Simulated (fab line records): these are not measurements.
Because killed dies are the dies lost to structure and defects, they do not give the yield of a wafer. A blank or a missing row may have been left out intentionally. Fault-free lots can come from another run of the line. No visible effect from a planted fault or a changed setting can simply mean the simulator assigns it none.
fab line records | flow n5-finfet | part 1 of 2: steps 1 to 4 of 6
record lots=19 wafers=57 last-day=19
route steps=1938 shown GATE_CUT@510 MOL_CONTACT_COAG@530
lots that met no fault: from a run of the same line without faults
start-h: the number of hours between the record's first day and the start of the first shown wafer of the lot | wait-h: hours elapsed since this lot's preceding step | " as in the row above | L1.1+2: a row that stands for several wafers | - no value, or no start given | * or withheld: withheld | < > ~ a bound
route shown NAME@n: a module of which the file shows steps, and the number in the route of the first | usual: mean and standard deviation over wafers with no fault | same: alike in all rows | chamber/n: place in a boat | sites: each site's reading | _std_site: the standard deviation of these | _edge_site: the outer-site mean with the inner-site mean subtracted | radius-mm: for every site, how far away it sits from the centre of the wafer | mask NAME#n: copy n | behind: tool/chamber where the wafer was last shaped | hold: the reason the lot was held/the length of the hold in hours/how it ended | device: whichever transistor did not switch (one of n, p or np) | end of line: the same wafers' tests at the end of the route | a step with no rows: only its recipe | killed: count of dies lost to structure and defects at first sort (not the wafer's yield) | map: dies across one wafer; x = killed, . = not, _ = none there
set.NAME: the run value of the setting; set.NAME@STEP: its run value at that earlier step | model.NAME: the simulator's own value behind a step, which no gauge read
steps of the route over a sample of lots; a table a step, a row a wafer
services: the hour from which a tool's chamber was out of use, counted from the record's first day as start-h (under 0 if before that day), plus the number of hours and why
## steps
# step N5_GATE_CUT_ALD_22
# recipe material=SiNx target-thk-a=160 temp-c=400 ald-precursor-family=SiH2I2 ald-co-reactant=N2/H2-plasma pulse-time-s=1 ald-cycles=320 purge-time-s=2 co-reactant-purge-time-s=2 pressure-torr=2
# usual heater-power-w=871/92 precursor-pulse-height-rel=1.001/0.018
# same pulse-time-s=1
# columns lot.wafer tool chamber start-h wait-h heater-power-w precursor-pulse-height-rel
L076.1 ald-sin-01 1 101.17 0.0 912 1.008
L076.4 " 0 " " 1135 1.034
L076.5 " 2 " " 815 1.018
L077.1 ald-sin-02 2 103.94 0.0 823 0.994
L077.4 " 0 " " 793 1.024
L077.5 " 2 " " 822 1.000
L078.1 ald-sin-02 0 111.07 0.0 790 1.017
L078.3 " 2 " " 842 1.020
L078.4 " 1 " " 822 0.989
L079.1 ald-sin-04 0 120.02 0.0 762 1.029
L079.4 " 2 " " 989 0.993
L079.6 " 3 " " 876 0.992
L080.1 ald-sin-02 2 124.21 0.0 814 1.032
L080.4 " 0 " " 798 0.989
L080.6 " 3 " " 864 1.009
L081.1 ald-sin-01 0 130.83 0.0 1131 1.001
L081.3 " 2 " " 809 1.017
L081.4 " 1 " " 917 0.994
L083.2 ald-sin-02 1 143.28 0.2 854 0.998
L083.4 " 3 " " 873 1.020
L083.6 " 2 " " 844 0.971
L086.1 ald-sin-02 1 162.89 1.2 844 0.965
L086.5 " 3 " " 863 0.975
L086.6 " 1 " " 831 1.029
L087.1 ald-sin-01 1 166.09 0.2 929 0.987
L087.2 " 3 " " 862 0.992
L087.5 " 0 " " 1154 1.001
L088.1 ald-sin-02 2 174.85 0.5 836 0.998
L088.3 " 0 " " 771 1.009
L088.6 " 1 " " 847 0.993
L089.2 ald-sin-01 3 177.94 0.0 876 1.018
L089.3 " 1 " " 918 1.011
L089.6 " 3 " " 857 1.003
L090.3 ald-sin-01 2 184.04 0.1 815 1.044
L090.4 " 1 " " 911 1.020
L090.5 " 2 " " 788 1.014
L091.1 ald-sin-02 3 186.97 0.3 846 0.993
L091.2 " 2 " " 813 1.006
L091.6 " 0 " " 787 0.985
L092.1 ald-sin-01 0 195.28 0.0 1130 1.022
L092.2 " 3 " " 903 1.006
L092.6 " 3 " " 883 0.986
L093.1 ald-sin-01 0 202.84 0.0 1123 1.001
L093.4 " 2 " " 787 1.014
L093.6 " 2 " " 816 0.983
L094.1 ald-sin-04 1 209.62 0.8 788 1.006
L094.2 " 3 " " 903 0.997
L094.5 " 3 " " 897 0.990
L095.2 ald-sin-01 2 212.38 0.2 823 0.995
L095.5 " 3 " " 880 1.002
L095.6 " 0 " " 1111 0.995
L096.2 ald-sin-02 2 224.51 0.0 850 1.008
L096.4 " 0 " " 769 1.017
L096.5 " 0 " " 804 0.967
L097.2 ald-sin-02 1 226.78 0.0 842 1.019
L097.3 " 3 " " 860 1.018
L097.6 " 1 " " 841 1.014
# step N5_GATE_CUT_CMP_23
# recipe stop-on=SiO2 t-overpolish-s=23.4 post-cmp-clean=alkaline-brush down-force-psi=2.5 platen-rpm=51.8 pad-velocity-m-s=1.0307 target-thk-nm=16
# usual motor-current-A=9.5/0.78 overpolish-run-s=23.401/0.0095 retaining-ring-pressure-frac=1.000/0.0048 time-to-endpoint-s=20.0/2.2
# columns lot.wafer tool chamber start-h wait-h motor-current-A overpolish-run-s retaining-ring-pressure-frac time-to-endpoint-s
L076.1 cmp-01 2 102.66 0.8 9.5 23.414 1.001 23.9
L076.4 " 0 " " 8.5 23.410 1.001 19.8
L076.5 " 2 " " 10.0 23.418 1.003 20.2
L077.4 cmp-04 3 105.43 0.8 9.4 23.397 0.999 18.3
L077.1 " 1 " " 9.4 23.395 1.003 18.5
L077.5 " 0 " " 8.5 23.399 1.013 21.1
L078.1 cmp-02 3 112.60 0.8 11.9 23.375 1.002 21.9
L078.3 " 0 " " 8.8 23.380 0.993 23.0
L078.4 " 1 " " 9.7 23.417 0.993 22.2
L079.1 cmp-04 2 121.55 0.8 9.6 23.385 0.999 18.5
L079.4 " 0 " " 8.8 23.408 0.992 20.4
L079.6 " 1 " " 9.2 23.407 0.993 16.6
L080.4 cmp-01 1 125.78 0.8 9.6 23.384 1.002 15.6
L080.1 " 2 " " 10.0 23.402 1.005 16.7
L080.6 " 3 " " 8.5 23.400 1.008 23.1
L081.3 cmp-02 0 132.32 0.8 8.6 23.414 1.006 21.5
L081.1 " 2 " " 10.0 23.409 1.013 19.8
L081.4 " 3 " " 10.5 23.379 1.003 18.8
L083.4 cmp-02 2 144.77 0.8 10.0 23.396 1.004 20.5
L083.2 " 1 " " 10.0 23.403 0.994 20.8
L083.6 " 2 " " 10.1 23.395 1.006 20.3
L086.1 cmp-04 1 164.41 0.8 9.5 23.406 1.003 16.9
L086.5 " 0 " " 8.7 23.390 1.005 20.8
L086.6 " 1 " " 10.1 23.392 1.003 18.2
L087.1 cmp-04 3 167.67 0.8 9.5 23.398 0.995 20.4
L087.2 " 0 " " 8.7 23.402 0.997 19.5
L087.5 " 2 " " 9.7 23.412 0.997 19.1
L088.3 cmp-02 0 176.38 0.8 8.7 23.392 0.998 19.7
L088.1 " 1 " " 9.5 23.393 1.001 16.6
L088.6 " 3 " " 10.6 23.417 1.001 20.4
L089.3 cmp-04 2 179.43 0.8 10.2 23.405 0.991 19.0
L089.2 " 3 " " 8.7 23.390 1.002 20.0
L089.6 " 3 " " 9.4 23.419 0.997 18.8
L090.3 cmp-01 1 185.53 0.8 9.3 23.400 1.007 16.5
L090.4 " 0 " " 8.7 23.406 0.994 19.1
L090.5 " 1 " " 9.9 23.396 1.004 16.9
L091.2 cmp-01 1 188.50 0.8 9.6 23.419 1.007 21.8
L091.1 " 2 " " 10.0 23.396 0.991 18.8
L091.6 " 1 " " 9.5 23.399 0.992 20.2
L092.2 cmp-04 1 196.91 0.9 9.2 23.390 0.997 20.0
L092.1 " 2 " " 10.0 23.399 1.006 17.1
L092.6 " 2 " " 9.5 23.406 1.000 21.1
L093.4 cmp-02 3 204.37 0.8 11.5 23.393 1.002 24.0
L093.1 " 0 " " 8.9 23.394 0.998 22.5
L093.6 " 2 " " 9.9 23.403 0.994 21.6
L094.2 cmp-01 3 211.11 0.8 8.2 23.400 1.003 23.5
L094.1 " 0 " " 8.4 23.406 0.993 22.5
L094.5 " 3 " " 8.4 23.404 1.003 24.3
L095.2 cmp-02 1 213.94 0.8 10.0 23.411 1.000 18.3
L095.6 " 3 " " 11.0 23.412 0.997 19.0
L095.5 " 0 " " 8.8 23.399 0.991 21.8
L096.4 cmp-01 0 226.15 0.9 8.8 23.393 0.999 25.4
L096.2 " 2 " " 9.6 23.400 0.997 22.3
L096.5 " 0 " " 8.7 23.398 1.003 21.6
L097.2 cmp-02 3 228.27 0.8 10.4 23.420 0.999 20.4
L097.3 " 1 " " 10.1 23.407 1.002 19.8
L097.6 " 0 " " 8.9 23.381 1.012 18.6
# step N5_MOL_CONTACT_COAG_ETCH_59
# recipe chemistry=N2/H2 target=underlayer target-depth-a=130 mask-material=CAR-EUV time-s=10.4 ion-energy-ev=200 pressure-mtorr=30 source-w=840 bias-w=150 n2-flow-sccm=200 h2-flow-sccm=200 ends=cleared
# usual bias-w=150.0/0.41 drypump-motor-current-A=6.0/0.46 etch-rf-on-time-s=10.51/0.24 oes-product-au=0.67/0.083 rf-fwd-power-W=819.2/2.4 rf-vpp-V=522.9/2.4 showerhead-plenum-p-Torr=2.51/0.082 throttle-valve-pct=17.9/0.33
# columns lot.wafer tool chamber start-h wait-h bias-w drypump-motor-current-A etch-rf-on-time-s oes-product-au rf-fwd-power-W rf-hours-counter-h rf-vpp-V showerhead-plenum-p-Torr throttle-valve-pct
L076.1 rie-diel-01 1 104.46 0.0 150.3 5.7 10.29 0.85 821.7 1 522.2 2.50 17.7
L076.4 " 3 " " 150.6 5.9 10.27 0.84 819.0 - 521.3 2.48 17.2
L076.5 " 1 " " 150.3 5.7 10.25 0.85 820.5 - 523.7 2.50 17.8
L077.1 rie-diel-04 3 107.05 0.0 150.1 5.2 10.42 0.62 819.3 208 519.7 2.41 17.6
L077.4 " 2 " " 150.9 5.6 10.45 0.63 818.0 - 520.0 2.43 18.1
L077.5 " 3 " " 149.9 5.2 10.47 0.61 817.4 - 519.0 2.41 17.6
L078.1 rie-diel-04 0 114.18 0.0 149.7 6.0 10.42 0.67 819.6 106 525.0 2.56 18.2
L078.3 " 1 " " 149.0 6.4 11.13 0.57 820.5 232 524.9 2.62 18.0
L078.4 " 0 " " 150.2 6.0 10.55 0.67 817.5 - 523.3 2.56 18.2
L079.1 rie-diel-04 1 123.11 0.0 149.8 6.4 11.11 0.56 815.2 236 525.4 2.62 18.0
L079.4 " 1 " " 150.0 6.4 11.09 0.56 816.9 - 524.7 2.62 18.0
L079.6 " 3 " " 149.9 5.2 10.56 0.60 814.8 - 520.6 2.40 17.6
L080.1 rie-diel-01 2 127.32 0.0 149.7 6.5 10.48 0.66 821.0 138 521.0 2.44 18.3
L080.4 " 3 " " 149.7 6.0 10.15 0.82 816.2 15 521.7 2.47 17.2
L080.6 " 1 " " 150.1 5.8 10.29 0.81 820.8 - 522.4 2.50 17.8
L081.1 rie-diel-01 3 133.97 0.0 150.2 6.0 9.94 0.83 816.9 17 522.6 2.47 17.2
L081.3 " 0 " " 149.7 6.4 10.61 0.62 822.2 175 525.4 2.62 18.0
L081.4 " 1 " " 149.5 5.8 10.14 0.81 821.5 12 523.2 2.49 17.8
L083.2 rie-diel-01 0 146.53 0.0 150.6 6.5 10.81 0.61 820.7 179 527.2 2.62 18.0
L083.4 " 1 " " 150.2 5.7 10.35 0.80 821.0 15 522.7 2.49 17.8
L083.6 " 1 " " 150.2 5.7 10.37 0.78 816.8 - 521.3 2.49 17.8
L086.1 rie-diel-03 1 165.87 0.0 150.4 5.2 10.65 0.58 819.0 245 525.1 2.61 17.9
L086.5 " 0 " " 149.5 5.7 10.77 0.59 819.3 - 519.7 2.43 18.0
L086.6 " 3 " " 149.8 6.5 10.65 0.62 820.0 - 525.0 2.64 18.0
L087.1 rie-diel-04 0 169.11 0.0 150.6 6.0 10.55 0.65 813.8 126 525.5 2.55 18.3
L087.2 " 2 " " 150.7 5.6 10.45 0.62 821.3 179 522.5 2.42 18.1
L087.5 " 2 " " 149.7 5.6 10.52 0.61 826.4 - 520.2 2.42 18.1
L088.1 rie-diel-01 2 177.84 0.0 150.7 6.6 10.54 0.64 819.7 153 521.3 2.44 18.3
L088.3 " 0 " " 149.7 6.4 10.69 0.61 818.8 188 524.6 2.62 18.0
L088.6 " 1 " " 149.9 5.7 10.24 0.77 820.1 - 522.2 2.49 17.8
L089.2 rie-diel-01 0 181.04 0.0 149.6 6.4 10.83 0.61 816.2 189 526.9 2.62 18.0
L089.3 " 1 " " 149.8 5.8 10.33 0.77 816.8 24 521.6 2.49 17.8
L089.6 " 3 " " 150.4 6.0 10.26 0.78 817.6 - 523.1 2.46 17.2
L090.3 rie-diel-04 1 187.05 0.0 149.0 6.4 10.65 0.81 818.8 2 524.6 2.61 17.5
L090.4 " 2 " " 150.3 5.6 10.53 0.61 817.1 186 521.7 2.42 18.1
L090.5 " 1 " " 149.8 6.4 10.68 0.82 820.4 - 525.8 2.61 17.5
L091.1 rie-diel-03 2 190.37 0.0 150.5 5.3 10.23 0.67 819.0 124 521.3 2.45 17.5
L091.2 " 0 " " 149.6 5.6 10.47 0.59 822.1 227 519.3 2.43 18.0
L091.6 " 2 " " 149.6 5.3 10.31 0.66 816.9 - 522.1 2.45 17.5
L092.1 rie-diel-01 3 198.71 0.0 150.4 5.9 10.16 0.78 819.6 38 522.4 2.46 17.2
L092.2 " 1 " " 150.3 5.8 10.39 0.76 819.9 33 523.3 2.49 17.8
L092.6 " 1 " " 150.0 5.8 10.29 0.76 821.1 - 522.9 2.49 17.8
L093.1 rie-diel-03 1 205.87 0.0 150.3 5.2 10.63 0.83 813.4 1 525.5 2.61 17.5
L093.4 " 0 " " 148.9 5.6 10.72 0.58 820.5 236 520.7 2.42 18.0
L093.6 " 1 " " 150.6 5.2 10.54 0.84 818.2 - 524.8 2.61 17.5
L094.1 rie-diel-01 0 212.73 0.0 149.9 6.4 10.63 0.60 820.2 203 527.2 2.61 18.1
L094.2 " 2 " " 149.8 6.6 10.37 0.65 820.6 159 519.9 2.43 18.3
L094.5 " 1 " " 150.1 5.8 10.23 0.76 819.7 - 522.6 2.48 17.8
L095.2 rie-diel-01 2 216.08 0.0 150.0 6.6 10.56 0.65 818.3 161 521.1 2.43 18.3
L095.5 " 2 " " 149.9 6.6 10.49 0.64 820.0 - 520.1 2.43 18.4
L095.6 " 3 " " 149.8 5.9 10.10 0.77 818.5 - 523.4 2.46 17.2
L096.2 rie-diel-04 1 227.61 0.0 150.0 6.4 10.65 0.76 819.2 20 525.1 2.61 17.6
L096.4 " 0 " " 149.7 6.0 10.55 0.63 821.0 - 524.4 2.54 18.3
L096.5 " 2 " " 150.1 5.6 10.60 0.60 821.4 - 519.6 2.41 18.1
L097.2 rie-diel-04 1 229.88 0.0 149.9 6.4 10.67 0.76 818.9 22 523.9 2.61 17.6
L097.3 " 0 " " 149.2 6.0 10.64 0.63 815.9 153 523.3 2.54 18.3
L097.6 " 2 " " 150.1 5.6 10.51 0.60 824.4 - 520.3 2.41 18.1
# step N5_MOL_CONTACT_COAG_ALD_27
# recipe material=SiOC target-thk-a=170 temp-c=400 ald-precursor-family=carbosiloxane ald-co-reactant=H2-plasma pulse-time-s=1.5 time-s=2720 purge-time-s=2 co-reactant-purge-time-s=2 ald-cycles=340 pressure-torr=2
# usual heater-power-w=885/78 precursor-pulse-height-rel=1.003/0.02
# same pulse-time-s=1.5
# columns lot.wafer tool chamber start-h wait-h heater-power-w precursor-pulse-height-rel
L076.1 ald-sin-03 1 113.90 0.0 833 1.023
L076.4 " 2 " " 842 0.983
L076.5 " 3 " " 895 1.013
L077.1 ald-sin-01 3 114.69 0.2 870 1.027
L077.4 " 2 " " 823 1.000
L077.5 " 3 " " 904 1.005
L078.1 ald-sin-01 0 120.29 0.0 1146 1.007
L078.3 " 3 " " 871 1.001
L078.4 " 1 " " 902 0.992
L079.1 ald-sin-02 1 130.07 0.0 832 0.993
L079.4 " 3 " " 868 1.011
L079.6 " 3 " " 859 1.020
L080.1 ald-sin-03 0 134.18 0.0 973 0.966
L080.4 " 3 " " 886 1.012
L080.6 " 1 " " 862 0.962
L081.1 ald-sin-01 1 141.45 0.0 926 0.992
L081.3 " 2 " " 843 1.006
L081.4 " 0 " " 1145 1.004
L083.2 ald-sin-01 2 152.32 0.0 813 0.973
L083.4 " 1 " " 941 1.022
L083.6 " 3 " " 885 1.039
L086.1 ald-sin-03 2 175.45 0.4 870 1.041
L086.5 " 2 " " 859 1.011
L086.6 " 1 " " 851 1.007
L087.1 ald-sin-02 3 180.71 2.3 869 1.007
L087.2 " 2 " " 840 1.022
L087.5 " 2 " " 858 0.995
L088.1 ald-sin-02 3 183.48 0.0 871 0.969
L088.3 " 1 " " 843 1.008
L088.6 " 3 " " 872 0.986
L089.2 ald-sin-01 1 189.08 0.2 914 0.975
L089.3 " 2 " " 826 1.003
L089.6 " 0 " " 1140 0.980
L090.3 ald-sin-03 3 195.78 0.0 958 0.999
L090.4 " 0 " " 940 1.004
L090.5 " 1 " " 854 0.958
L091.1 ald-sin-01 2 197.11 0.5 817 0.992
L091.2 " 0 " " 1124 1.006
L091.6 " 2 " " 821 1.006
L092.1 ald-sin-03 0 206.52 0.2 952 1.013
L092.2 " 2 " " 862 0.954
L092.6 " 2 " " 872 0.999
L093.1 ald-sin-02 3 213.18 0.0 859 0.994
L093.4 " 2 " " 845 1.026
L093.6 " 3 " " 874 1.008
L094.1 ald-sin-03 1 218.99 0.0 839 0.979
L094.2 " 3 " " 943 0.980
L094.5 " 3 " " 967 0.993
L095.2 ald-sin-03 3 224.33 0.1 970 0.993
L095.5 " 0 " " 954 0.999
L095.6 " 3 " " 954 1.009
L096.2 ald-sin-02 3 234.65 0.0 869 1.044
L096.4 " 0 " " 775 1.033
L096.5 " 0 " " 790 1.030
L097.2 ald-sin-03 0 236.04 0.1 967 1.028
L097.3 " 1 " " 829 1.020
L097.6 " 3 " " 947 0.985
